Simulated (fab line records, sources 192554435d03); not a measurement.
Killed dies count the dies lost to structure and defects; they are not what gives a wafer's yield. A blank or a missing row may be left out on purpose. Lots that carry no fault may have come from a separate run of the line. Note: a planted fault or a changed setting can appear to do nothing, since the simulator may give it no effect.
Matching of chambers	flow n5_finfet	N5_ILD0_CMP_03 on cmp-04 has 4 sister chambers
The step polishes, stops on SiNx, t overpolish 1.9 s, target thk 197.38 nm. 4 wafers are shown with their chamber, then 8 later ones without.

## WAFERS, EACH WITH ITS CHAMBER
wafer	chamber	motor_current_A (A)
L083.4	2	13.4
L083.6	1	12.3
L087.2	0	10.8
L090.3	3	11.8

## WAFERS MISSING THEIR CHAMBER
wafer	motor_current_A (A)
L090.4	12.3
L090.5	12.1
L091.2	12.0
L091.4	12.0
L091.6	12.9
L093.1	12.0
L093.4	11.6
L093.6	11.8

## EACH ONE'S CHAMBER
wafer	from the rows above	in truth
L090.4	1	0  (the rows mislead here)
L090.5	can't be placed: 1 or 3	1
L091.2	can't be placed: 3 or 1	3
L091.4	can't be placed: 3 or 1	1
L091.6	can't be placed: 2 or 1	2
L093.1	can't be placed: 3 or 1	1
L093.4	3	3
L093.6	3	3
Correct placement for 2 of the 8. Cannot be placed on the basis of these rows: 5; the candidates contain the true chamber in 5. 1 placed wrongly.
How it was worked out, from the rows above alone: a wafer's distance from a chamber is the root of the sum, over the readings, of the square of ((its reading less the chamber's mean) divided by the reading's scatter). The wafer belongs to the nearest chamber; if the next one is less than 2 further off, it can't be placed. Each chamber's mean is taken over the wafers shown for it. The scatter: with one shown wafer a chamber, the root of the mean of the squares of how far each hidden wafer lies from its nearest shown one.
